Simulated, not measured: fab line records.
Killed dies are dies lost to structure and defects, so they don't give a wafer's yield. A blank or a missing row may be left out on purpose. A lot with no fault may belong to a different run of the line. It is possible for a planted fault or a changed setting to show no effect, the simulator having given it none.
fab line records	flow n5_finfet
record lots=7	wafers=39
route steps=1938 shown ZERO_LAYER@16 FIN_CUT@169 MOL_CONTACT_COAG@616 BEOL_M0@721 BEOL_M7@1305
start_h: the number of hours between the record's first day and the start of the first shown wafer of the lot	wait_h: time in hours since the lot's previous step	" unchanged from the row above	L1.1+2: a single row standing in for several wafers	- no value, or no start given	* or withheld: withheld	< > ~ a bound
route shown NAME@n: NAME is a module with steps in the file, n the number in the route of the first one	usual: mean and standard deviation over wafers with no fault	same: alike in all rows	chamber/n: place in a boat	sites: each site's reading	_std_site: their standard deviation	_edge_site: the outer-site mean with the inner-site mean subtracted	radius_mm: how far each site lies from the wafer's centre	mask NAME#n: copy n	behind: the last tool/chamber to shape the wafer	hold: why the lot went on hold/how many hours it stayed there/how the hold came to an end	device: which transistor (n, p or np) failed to switch	end of line: at the end of the route, the tests of the same wafers	a step without rows: its recipe alone	killed: not the wafer's yield, but the dies lost to structure and defects at the first sort	map: shows each die of a wafer: x if killed, . if not, _ if none is there
set.NAME: the setting that was run; set.NAME@STEP: the one run at that earlier step	model.NAME: the simulator's own value behind a step, which no gauge read
one table per step and one row per wafer, for lots whose settings were changed on purpose
## steps
# step N5_ZERO_LAYER_ETCH_18
# recipe chemistry=HBr/Cl2	target=Si	target_depth_a=1200	time_s=40	pressure_mtorr=10	icp_w=800	bias_w=75	HBr_flow_sccm=150	Cl2_flow_sccm=80
lot.wafer	tool	chamber	start_h	wait_h	set.target_depth_a	model.ZERO_LAYER.feature_depth_nm	model.etch.depth_nm	model.coat_of_ZERO_LAYER_COAT_05.thk_nm
L076.1	rie_si-01	3	24.91	0.0	1200	121.4	121.4	929.7
L076.2	"	0	"	"	1018	103.9	103.9	932.3
L076.3	"	1	"	"	1018	102.2	102.2	934.6
L076.4	"	2	"	"	1200	122.8	122.8	928.6
L076.5	"	0	"	"	1018	104.1	104.1	931.5
L076.6	"	3	"	"	1200	120.9	120.9	928.6
L078.1	rie_si-04	2	36.79	0.0	1200	118.4	118.4	930.9
L078.2	"	3	"	"	1200	117.4	117.4	931.9
L078.3	"	1	"	"	1200	119.6	119.6	934.6
L078.4	"	0	"	"	1200	117.7	117.7	929
L078.5	"	3	"	"	1200	118.1	118.1	932.9
L078.6	"	2	"	"	1200	118.5	118.5	931
L079.1	rie_si-01	1	43.04	0.0	1200	121.7	121.7	929.9
L079.2	"	2	"	"	1200	123.2	123.2	933.2
L079.5	"	2	"	"	1200	123	123	933.5
L088.1	rie_si-01	0	96.95	0.0	1200	122.8	122.8	929
L088.2	"	1	"	"	1200	119.4	119.4	925
L088.3	"	3	"	"	1200	119.6	119.6	929.5
L088.4	"	2	"	"	1200	121.7	121.7	927.4
L088.5	"	0	"	"	1200	121.4	121.4	927.4
L088.6	"	1	"	"	1200	119.7	119.7	927.6
L092.1	rie_si-04	3	120.90	0.0	1559	152.8	152.8	921.2
L092.2	"	1	"	"	1200	118.4	118.4	930.3
L092.3	"	2	"	"	1559	152.4	152.4	920.5
L092.4	"	0	"	"	1200	118.3	118.3	932.8
L092.5	"	0	"	"	1200	117	117	935.7
L092.6	"	3	"	"	1559	152.2	152.2	920.8
L093.1	rie_si-04	3	126.79	0.0	788.5	77.88	77.88	945.9
L093.2	"	1	"	"	788.5	78.63	78.63	942.7
L093.3	"	0	"	"	1200	118.7	118.7	929.8
L093.4	"	2	"	"	1200	119	119	927.3
L093.5	"	2	"	"	788.5	77.54	77.54	942.9
L093.6	"	1	"	"	1200	118.7	118.7	927.4
L096.1	rie_si-04	3	144.79	0.0	611	60.18	60.18	953
L096.2	"	1	"	"	1200	120.2	120.2	929.5
L096.3	"	2	"	"	611	60.37	60.37	954.3
L096.4	"	0	"	"	611	60.63	60.63	954.5
L096.5	"	1	"	"	1200	118.8	118.8	932.5
L096.6	"	2	"	"	1200	118.8	118.8	933.4
# step N5_ZERO_LAYER_STRIP_24
# recipe chemistry=O2	power_w=1000	temp_c=250	overash_fraction=0.3	pressure_mtorr=1000	o2_flow_sccm=6750
# usual strip_time_to_endpoint_s=43.85/0.088
lot.wafer	tool	chamber	start_h	wait_h	set.target_depth_a@ZERO_LAYER_ETCH_18	strip_time_to_endpoint_s
L076.1	plasma_asher-02	1	25.02	0.1	1200	43.81
L076.2	"	0	"	"	1018	43.91
L076.3	"	1	"	"	1018	43.97
L076.4	"	0	"	"	1200	43.79
L076.5	"	1	"	"	1018	43.90
L076.6	"	0	"	"	1200	43.80
L078.1	plasma_asher-01	0	36.89	0.1	1200	43.86
L078.2	"	1	"	"	1200	43.91
L078.3	"	0	"	"	1200	43.97
L078.4	"	1	"	"	1200	43.78
L078.5	"	1	"	"	1200	43.90
L078.6	"	0	"	"	1200	43.86
L079.1	plasma_asher-02	1	43.15	0.1	1200	43.83
L079.2	"	0	"	"	1200	43.95
L079.5	"	1	"	"	1200	43.95
L088.1	plasma_asher-02	0	97.06	0.1	1200	43.81
L088.2	"	1	"	"	1200	43.68
L088.3	"	0	"	"	1200	43.82
L088.4	"	1	"	"	1200	43.75
L088.5	"	0	"	"	1200	43.76
L088.6	"	1	"	"	1200	43.76
L092.1	plasma_asher-02	0	121.05	0.1	1559	43.57
L092.2	"	1	"	"	1200	43.84
L092.3	"	0	"	"	1559	43.55
L092.4	"	1	"	"	1200	43.91
L092.5	"	0	"	"	1200	44.00
L092.6	"	1	"	"	1559	43.55
L093.1	plasma_asher-02	1	126.89	0.1	788.5	44.31
L093.2	"	0	"	"	788.5	44.21
L093.3	"	0	"	"	1200	43.83
L093.4	"	1	"	"	1200	43.75
L093.5	"	1	"	"	788.5	44.23
L093.6	"	0	"	"	1200	43.76
L096.1	plasma_asher-01	0	144.89	0.1	611	44.51
L096.2	"	1	"	"	1200	43.81
L096.3	"	0	"	"	611	44.56
L096.4	"	1	"	"	611	44.60
L096.5	"	1	"	"	1200	43.92
L096.6	"	0	"	"	1200	43.94
# step N5_FIN_CUT_ETCH_21
# recipe chemistry=N2/H2	target=SOC	target_depth_a=2190	overetch_a=438	mask_material=SiARC	temp_c=40	ion_energy_ev=100	bias_w=61	time_s=523.5	pressure_mtorr=30	source_w=850	n2_flow_sccm=200	h2_flow_sccm=200
lot.wafer	tool	chamber	start_h	wait_h	set.time_s	model.etch.depth_nm	model.SiARC_of_FIN_CUT_COAT_19.thk_nm	model.FIN_CUT.cd_offset_nm
L076.1	rie_diel-04	2	38.55	0.0	523.5	231.7	11.8	0.4
L076.2	"	1	"	"	523.5	231.1	11.8	0.4
L076.3	"	3	"	"	292	147.5	15.4	-2.8
L076.4	"	0	"	"	523.5	231.1	12.2	0
L076.5	"	0	"	"	292	143.5	15.4	-2.6
L076.6	"	3	"	"	292	146.7	15.4	-2.6
L078.1	rie_diel-03	0	51.69	0.0	523.5	229.8	11.8	-0.2
L078.2	"	3	"	"	523.5	230	11.8	-0.2
L078.3	"	2	"	"	523.5	229.3	12	-0.2
L078.4	"	1	"	"	523.5	229.8	12	-0.4
L078.5	"	0	"	"	523.5	230.2	11.8	-0.2
L078.6	"	1	"	"	523.5	230.1	12	-0.6
L079.1	rie_diel-04	2	59.41	0.0	523.5	230.2	12	0
L079.2	"	1	"	"	523.5	230.5	11.8	0.2
L079.5	"	0	"	"	523.5	231.1	12.2	-0.2
L088.1	rie_diel-06	3	111.10	0.0	437.6	219.6	13.4	-1
L088.2	"	2	"	"	523.5	228.8	11.8	0.2
L088.3	"	0	"	"	437.6	221.1	13.2	-0.6
L088.4	"	1	"	"	523.5	229.3	12	-0.4
L088.5	"	1	"	"	437.6	217.7	13.4	-1
L088.6	"	0	"	"	523.5	228.5	12	0
L092.1	rie_diel-06	3	135.66	0.0	523.5	228.7	12	0
L092.2	"	0	"	"	693.1	229.5	9.4	1.8
L092.3	"	2	"	"	693.1	229.5	9	2
L092.4	"	2	"	"	693.1	229.1	9.2	1.6
L092.5	"	0	"	"	523.5	229.4	12	-0.4
L092.6	"	3	"	"	523.5	228.9	12	0.2
L093.1	rie_diel-04	3	141.22	0.0	384.6	194.2	14	-2
L093.2	"	2	"	"	523.5	230	11.8	-0.2
L093.3	"	0	"	"	523.5	229.4	12	-0.2
L093.4	"	3	"	"	384.6	194.4	14	-1.8
L093.5	"	2	"	"	384.6	195	14	-1.6
L093.6	"	0	"	"	523.5	229.6	12	-0.2
L096.1	rie_diel-03	1	158.72	0.0	523.5	230.7	12	-0.2
L096.2	"	0	"	"	523.5	230	11.6	-0.8
L096.3	"	2	"	"	523.5	230.3	11.8	0.2
L096.4	"	3	"	"	523.5	230.6	11.8	-0.2
L096.5	"	3	"	"	523.5	230.3	11.8	-0.4
L096.6	"	2	"	"	523.5	230.5	11.8	0.2
# step N5_FIN_CUT_STRIP_23
# recipe chemistry=N2/H2	temp_c=40	n2_flow_sccm=200	h2_flow_sccm=200	rf_frequency_hz=6e+07
# step N5_FIN_CUT_STRIP_31
# recipe chemistry=N2/H2	temp_c=40	n2_flow_sccm=200	h2_flow_sccm=200	rf_frequency_hz=6e+07
# step N5_FIN_CUT_STRIP_24
# recipe chemistry=CF4	resist=SiARC	power_w=300	bias_power_w=75	pressure_mtorr=50	cf4_flow_sccm=150	rf_frequency_hz=6e+07
# step N5_FIN_CUT_CUT_ETCH_26
# recipe chemistry=CH3F/O2	target=SiNx	target_depth_a=390	mask_material=SOC	time_s=55.7	pressure_mtorr=30	source_w=395	bias_w=73	Ar_flow_sccm=150	CH3F_flow_sccm=30	O2_flow_sccm=20	ion_energy_ev=120
lot.wafer	tool	chamber	start_h	wait_h	set.time_s@FIN_CUT_ETCH_21	model.FIN_CUT.cd_offset_nm
L076.1+2	rie_diel-04	2,1	38.90	0.0	523.5	0.4
L076.3+5+6	"	3,0,3	"	"	292	-2.6
L076.4	"	0	"	"	523.5	0
L078.1+3+5	rie_diel-03	0,2,0	52.03	0.0	523.5	-0.2
L078.2	"	3	"	"	523.5	0
L078.4	"	1	"	"	523.5	-0.4
L078.6	"	1	"	"	523.5	-0.6
L079.1	rie_diel-04	2	59.75	0.0	523.5	0
L079.2	"	1	"	"	523.5	0.2
L079.5	"	0	"	"	523.5	-0.2
L088.1+5	rie_diel-06	3,1	111.44	0.0	437.6	-1
L088.2	"	2	"	"	523.5	0.2
L088.3	"	0	"	"	437.6	-0.6
L088.4	"	1	"	"	523.5	-0.4
L088.6	"	0	"	"	523.5	0
L092.1	rie_diel-06	3	136.00	0.0	523.5	0
L092.2	"	0	"	"	693.1	1.8
L092.3	"	2	"	"	693.1	2
L092.4	"	2	"	"	693.1	1.6
L092.5	"	0	"	"	523.5	-0.4
L092.6	"	3	"	"	523.5	0.2
L093.1	rie_diel-04	3	141.57	0.0	384.6	-2
L093.2	"	2	"	"	523.5	-0.2
L093.3+6	"	0	"	"	523.5	0
L093.4	"	3	"	"	384.6	-1.8
L093.5	"	2	"	"	384.6	-1.4
L096.1+5	rie_diel-03	1,3	159.07	0.0	523.5	-0.4
L096.2	"	0	"	"	523.5	-0.8
L096.3+6	"	2	"	"	523.5	0.4
L096.4	"	3	"	"	523.5	-0.2
# step N5_FIN_CUT_CUT_ETCH_27
# recipe chemistry=CHF3/O2	target=SiO2	target_depth_a=40	mask_material=SOC	overetch_a=20	time_s=4.9	pressure_mtorr=30	source_w=650	bias_w=170	Ar_flow_sccm=200	CHF3_flow_sccm=50	O2_flow_sccm=5	ion_energy_ev=200
# step N5_FIN_CUT_PRECLEAN_35
# recipe time_s=13.3	temp_c=45	pressure_torr=125	p_hf_torr=3	p_coreactant_torr=25	chemistry=vHF
# step N5_FIN_CUT_CUT_ETCH_15
# recipe chemistry=HBr/Cl2/O2	target=Si	target_depth_a=1000	bt_time_s=10	mask_material=SOC	time_s=42.4	ion_energy_ev=*	bias_w=*	pressure_mtorr=10	icp_w=800	HBr_flow_sccm=150	Cl2_flow_sccm=80	O2_flow_sccm=12
lot.wafer	tool	chamber	start_h	wait_h	set.time_s@FIN_CUT_ETCH_21	model.FIN_CUT.cd_offset_nm
L076.1+2	rie_si-02	2,3	39.09	0.1	523.5	0.8
L076.3+5+6	"	0,0,3	"	"	292	-2.4
L076.4	"	2	"	"	523.5	0.4
L078.1+2+3	rie_si-02	1,2,3	52.23	0.1	523.5	-0.2
L078.4+6	"	0	"	"	523.5	-0.6
L078.5	"	1	"	"	523.5	-0.4
L079.1+2	rie_si-06	2,3	59.95	0.1	523.5	0
L079.5	"	3	"	"	523.5	-0.4
L088.1+5	rie_si-05	3,1	111.64	0.1	437.6	-0.6
L088.2	"	1	"	"	523.5	0.6
L088.3	"	0	"	"	437.6	-0.2
L088.4	"	3	"	"	523.5	0
L088.6	"	0	"	"	523.5	0.4
L092.1	rie_si-05	2	136.19	0.1	523.5	-0.4
L092.2	"	3	"	"	693.1	1.4
L092.3	"	0	"	"	693.1	1.6
L092.4	"	1	"	"	693.1	1.2
L092.5	"	1	"	"	523.5	-0.6
L092.6	"	0	"	"	523.5	-0.2
L093.1	rie_si-02	3	141.76	0.1	384.6	-1.8
L093.2+3+6	"	2,0,0	"	"	523.5	0.2
L093.4	"	1	"	"	384.6	-1.4
L093.5	"	3	"	"	384.6	-1.2
L096.1+5	rie_si-02	0,1	159.26	0.1	523.5	-0.8
L096.2	"	1	"	"	523.5	-1
L096.3+6	"	3,0	"	"	523.5	0
L096.4	"	2	"	"	523.5	-0.4
# step N5_MOL_CONTACT_COAG_ETCH_124
# recipe chemistry=CH3F/O2	target=SiNx	target_depth_a=65	mask_material=SOC	stop_on=SiOC	over_etch_frac=0.3	ion_energy_ev=120	pressure_mtorr=30	source_w=395	bias_w=73	Ar_flow_sccm=150	CH3F_flow_sccm=30	O2_flow_sccm=20	ends=end_point
lot.wafer	tool	chamber	start_h	wait_h	set.target_depth_a	model.SOC_of_MOL_CONTACT_COAG_COAT_62.thk_nm
L076.1	rie_diel-05	0	111.74	0.0	101.3	46.8
L076.2	"	2	"	"	65	48.2
L076.3	"	1	"	"	101.3	46.2
L076.4	"	3	"	"	101.3	46.6
L076.5	"	1	"	"	65	48.4
L076.6	"	2	"	"	65	48
L078.1	rie_diel-01	3	124.72	0.0	81.53	47.4
L078.2	"	2	"	"	81.53	47.6
L078.3+5	"	1,0	"	"	65	48
L078.4	"	0	"	"	81.53	47.2
L078.6	"	1	"	"	65	48.4
L079.1+5	rie_diel-02	1	132.57	0.0	65	48
L079.2	"	3	"	"	65	48.2
L088.1+5	rie_diel-02	3	185.95	0.0	65	48.4
L088.2+4	"	0,1	"	"	65	48.2
L088.3	"	2	"	"	65	48.6
L088.6	"	2	"	"	65	48.8
L092.1+5	rie_diel-02	0,3	210.22	0.0	90.75	47
L092.2+6	"	2	"	"	65	48.6
L092.3	"	1	"	"	90.75	47.2
L092.4	"	3	"	"	65	48
L093.1+2+6	rie_diel-05	0,2,0	213.28	0.0	65	48.4
L093.3	"	3	"	"	101	46.8
L093.4+5	"	1	"	"	101	46.4
L096.1	rie_diel-05	3	239.18	0.0	65	48.4
L096.2	"	1	"	"	65	48.2
L096.3+4	"	2	"	"	36.32	49.8
L096.5	"	1	"	"	36.32	49.6
L096.6	"	3	"	"	65	48.6
# step N5_BEOL_M0_TRENCH_ETCH_107
# recipe chemistry=C4F6/O2	target_depth_a=328	target=SiOC	time_s=16.4	ion_energy_ev=250	pressure_mtorr=30	source_w=355	bias_w=185	Ar_flow_sccm=300	C4F6_flow_sccm=10	O2_flow_sccm=10
lot.wafer	tool	chamber	start_h	wait_h	set.target_depth_a	model.BEOL_M0.feature_depth_nm
L076.1	rie_diel-05	0	128.18	0.0	328	32
L076.2	"	3	"	"	328	32.4
L076.3+5	"	1	"	"	328	32.6
L076.4	"	2	"	"	328	32.8
L076.6	"	2	"	"	328	33
L078.1+3+6	rie_diel-05	1,2,2	142.09	0.0	328	32.6
L078.2+4	"	3	"	"	328	32
L078.5	"	1	"	"	328	33
L079.1+2+5	rie_diel-05	3,1,2	150.08	0.0	328	33
L088.1	rie_diel-02	0	200.25	0.0	328	33.6
L088.2+5	"	3	"	"	328	33
L088.3	"	2	"	"	509.1	49
L088.4	"	1	"	"	509.1	51.2
L088.6	"	2	"	"	509.1	49.4
L092.1+2	rie_diel-02	0,3	227.07	0.0	328	33
L092.3	"	1	"	"	468.1	46
L092.4	"	2	"	"	328	31.6
L092.5	"	0	"	"	468.1	47
L092.6	"	3	"	"	468.1	46.6
L093.1	rie_diel-01	2	233.24	0.0	328	33.2
L093.2+6	"	3	"	"	328	32.2
L093.3	"	0	"	"	328	32.6
L093.4	"	2	"	"	328	33.6
L093.5	"	0	"	"	328	32.4
L096.1	rie_diel-02	2	256.04	0.0	328	32
L096.2	"	1	"	"	328	32.6
L096.3	"	0	"	"	328	33.6
L096.4	"	3	"	"	328	32.8
L096.5	"	0	"	"	328	33.2
L096.6	"	1	"	"	328	32.4
# step N5_BEOL_M0_STRIP_142
# recipe chemistry=N2/H2	time_s=10	power_w=450	temp_c=40	pressure_mtorr=20	rf_frequency_hz=6e+07	bias_power_w=7	n2_flow_sccm=200	h2_flow_sccm=200
# step N5_BEOL_M0_OCD_MEAS_108
# usual trench_depth_nm=32.7/0.56
lot.wafer	tool	chamber	start_h	wait_h	set.target_depth_a@BEOL_M0_TRENCH_ETCH_107	trench_depth_nm
L076.1	ocd-01	-	128.28	0.1	328	32.0
L076.2	"	-	"	"	328	32.5
L076.3	"	-	"	"	328	32.6
L076.4	"	-	"	"	328	32.2
L076.5	"	-	"	"	328	32.3
L076.6	"	-	"	"	328	33.3
L078.1	ocd-02	-	142.20	0.1	328	33.3
L078.2	"	-	"	"	328	32.1
L078.3	"	-	"	"	328	32.5
L078.4	"	-	"	"	328	32.1
L078.5	"	-	"	"	328	32.7
L078.6	"	-	"	"	328	32.3
L079.1	ocd-02	-	150.18	0.1	328	32.4
L079.2	"	-	"	"	328	32.9
L079.5	"	-	"	"	328	32.4
L088.1	ocd-02	-	200.35	0.1	328	33.0
L088.2	"	-	"	"	328	33.2
L088.3	"	-	"	"	509.1	48.9
L088.4	"	-	"	"	509.1	51.7
L088.5	"	-	"	"	328	32.6
L088.6	"	-	"	"	509.1	49.4
L092.1	ocd-02	-	227.17	0.1	328	32.8
L092.2	"	-	"	"	328	32.7
L092.3	"	-	"	"	468.1	46.3
L092.4	"	-	"	"	328	31.8
L092.5	"	-	"	"	468.1	46.6
L092.6	"	-	"	"	468.1	46.8
L093.1	ocd-02	-	233.35	0.1	328	33.1
L093.2	"	-	"	"	328	32.3
L093.3	"	-	"	"	328	32.4
L093.4	"	-	"	"	328	33.5
L093.5	"	-	"	"	328	32.1
L093.6	"	-	"	"	328	32.0
L096.1	ocd-01	-	256.15	0.1	328	31.7
L096.2	"	-	"	"	328	32.9
L096.3	"	-	"	"	328	34.1
L096.4	"	-	"	"	328	32.8
L096.5	"	-	"	"	328	32.7
L096.6	"	-	"	"	328	32.6
# step N5_BEOL_M7_VIA_ETCH_34
# recipe chemistry=C4F6/O2	target=SiCOH_lowk	target_depth_a=1255	mask_material=SOC	taper_deg=4	time_s=50.5	ion_energy_ev=250	pressure_mtorr=30	source_w=345	bias_w=185	Ar_flow_sccm=300	C4F6_flow_sccm=10	O2_flow_sccm=10
lot.wafer	tool	chamber	start_h	wait_h	set.time_s	model.etch.depth_nm	model.SOC_of_BEOL_M7_COAT_63.thk_nm
L076.1	rie_diel-06	3	210.51	0.0	39.16	97.68	55.4
L076.2	"	0	"	"	50.5	123.6	54
L076.3	"	2	"	"	50.5	126.4	53.8
L076.4	"	1	"	"	50.5	123.4	54
L076.5	"	0	"	"	39.16	96.61	55.2
L076.6	"	1	"	"	39.16	94.66	55.4
L079.1	rie_diel-04	2	233.01	0.0	50.5	125.4	53.8
L079.2	"	3	"	"	50.5	126.4	54
L079.5	"	0	"	"	50.5	126.2	53.8
L078.1	rie_diel-04	0	235.78	0.0	50.5	126.4	53.6
L078.2	"	2	"	"	26.75	65.97	56.6
L078.3	"	1	"	"	50.5	123.3	53.8
L078.4	"	3	"	"	26.75	66.8	56.6
L078.5	"	1	"	"	50.5	123.2	53.8
L078.6	"	2	"	"	26.75	65.87	56.6
L088.1	rie_diel-06	0	289.51	0.0	67.91	171.8	51.6
L088.2	"	3	"	"	67.91	169.5	51.8
L088.3	"	2	"	"	50.5	125.3	54
L088.4	"	3	"	"	67.91	170.1	51.8
L088.5	"	2	"	"	50.5	124.9	54
L088.6	"	0	"	"	50.5	127.8	53.8
L092.1	rie_diel-06	3	309.81	0.0	69.46	174.4	51.4
L092.2	"	2	"	"	69.46	173.3	51.6
L092.3	"	0	"	"	50.5	126.9	53.8
L092.4	"	2	"	"	50.5	124.5	54
L092.5	"	0	"	"	69.46	175.9	51.4
L092.6	"	3	"	"	50.5	126.6	53.8
L093.1	rie_diel-06	0	314.24	0.0	31.47	79.72	56.4
L093.2	"	1	"	"	50.5	127.1	54
L093.3	"	3	"	"	50.5	126.5	54.2
L093.4	"	2	"	"	50.5	124.6	54.4
L093.5	"	1	"	"	31.47	79.06	56.4
L093.6	"	2	"	"	31.47	78.17	56.4
L096.1	rie_diel-04	0	335.71	0.0	50.5	126.4	53.6
L096.2	"	3	"	"	39.94	99.28	55
L096.3	"	2	"	"	39.94	98.72	55.2
L096.4	"	3	"	"	50.5	125.6	54
L096.5	"	0	"	"	50.5	126.8	53.8
L096.6	"	2	"	"	39.94	99.28	55.2
## key
split step=N5_ZERO_LAYER_ETCH_18	setting=target_depth_a	stated=1200	by=wafer
response step=N5_ZERO_LAYER_ETCH_18	reading=model.ZERO_LAYER.feature_depth_nm	change=+1.19	per=1%	r=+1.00
response step=N5_ZERO_LAYER_ETCH_18	reading=model.etch.depth_nm	change=+1.19	per=1%	r=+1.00
response step=N5_ZERO_LAYER_ETCH_18	reading=model.coat_of_ZERO_LAYER_COAT_05.thk_nm	change=-0.434	per=1%	r=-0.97
response step=N5_ZERO_LAYER_STRIP_24	reading=strip_time_to_endpoint_s	change=*	per=1%	r=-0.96
split step=N5_FIN_CUT_ETCH_21	setting=time_s	stated=523.5	by=wafer
response step=N5_FIN_CUT_ETCH_21	reading=model.etch.depth_nm	shape=bent	at_lowest=145.9	at_stated=230	at_highest=229.4
response step=N5_FIN_CUT_ETCH_21	reading=model.SiARC_of_FIN_CUT_COAT_19.thk_nm	change=-0.0809	per=1%	r=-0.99
response step=N5_FIN_CUT_ETCH_21	reading=model.FIN_CUT.cd_offset_nm	change=+0.0618	per=1%	r=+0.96
response step=N5_FIN_CUT_CUT_ETCH_26	reading=model.FIN_CUT.cd_offset_nm	change=+0.0615	per=1%	r=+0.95
response step=N5_FIN_CUT_CUT_ETCH_15	reading=model.FIN_CUT.cd_offset_nm	change=+0.0632	per=1%	r=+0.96
split step=N5_MOL_CONTACT_COAG_ETCH_124	setting=target_depth_a	stated=65	by=wafer
response step=N5_MOL_CONTACT_COAG_ETCH_124	reading=model.SOC_of_MOL_CONTACT_COAG_COAT_62.thk_nm	change=-0.0316	per=1%	r=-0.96
split step=N5_BEOL_M0_TRENCH_ETCH_107	setting=target_depth_a	stated=328	by=wafer
response step=N5_BEOL_M0_TRENCH_ETCH_107	reading=model.BEOL_M0.feature_depth_nm	change=+0.312	per=1%	r=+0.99
response step=N5_BEOL_M0_OCD_MEAS_108	reading=trench_depth_nm	change=+0.317	per=1%	r=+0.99
split step=N5_BEOL_M7_VIA_ETCH_34	setting=time_s	stated=50.5	by=wafer
response step=N5_BEOL_M7_VIA_ETCH_34	reading=model.etch.depth_nm	change=+1.26	per=1%	r=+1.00
response step=N5_BEOL_M7_VIA_ETCH_34	reading=model.SOC_of_BEOL_M7_COAT_63.thk_nm	change=-0.0618	per=1%	r=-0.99
